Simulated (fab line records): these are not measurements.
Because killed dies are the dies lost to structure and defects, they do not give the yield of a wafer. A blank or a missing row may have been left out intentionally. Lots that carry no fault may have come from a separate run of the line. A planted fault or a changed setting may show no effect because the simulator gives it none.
Which tool is to blame? -- flow n5_finfet -- 36 wafers sampled from 12 lots at 1 step of a route of 1938

WHAT THE GAUGES READ, wafer by wafer
N5_BEOL_M1_INSPECT_30: inspects for defects (brightfield).
lot,measured,on,raw_defect_count
L075,day 6 10:49,defect_inspect-01,323 356 366
L078,day 7 04:40,defect_inspect-02,484 478 524
L079,day 7 11:55,defect_inspect-02,393 696 531
L081,day 7 19:05,defect_inspect-01,561 557 546
L083,day 8 11:52,defect_inspect-02,330 445 368
L085,day 9 03:58,defect_inspect-02,492 471 448
L087,day 9 12:16,defect_inspect-01,235 379 436
L089,day 9 20:03,defect_inspect-02,412 365 382
L090,day 10 07:29,defect_inspect-01,385 424 330
L092,day 10 23:33,defect_inspect-02,283 269 335
L095,day 11 11:08,defect_inspect-01,563 617 502
L096,day 11 23:11,defect_inspect-01,306 385 380

EACH LOT AND THE TOOL THAT RAN IT (in order: tool; ch and the chambers of the sampled wafers; start)
The record holds no process step before these readings.

THE ANSWER, worked out from the rows above alone
Rule: usual is defined by the lots themselves. Put in order of their means at a reading, lots are off if they are a third of the lots or fewer, leave a main group of 4 or more, and stand apart from it by a gap of 3 or more times the standard deviation of the main group's means; of several such gaps the widest counts. A main group is skipped when, at the precision printed for the reading in the tables above, its means are all equal. Also off: a lot with no number at a reading for which 4 or more lots have one. Where the step has rows for the other lots, those lots are counted as sound.
Nothing can be told from this: no lot is off at any reading shown.

WHAT HAD BEEN PUT IN BY THE SIMULATOR
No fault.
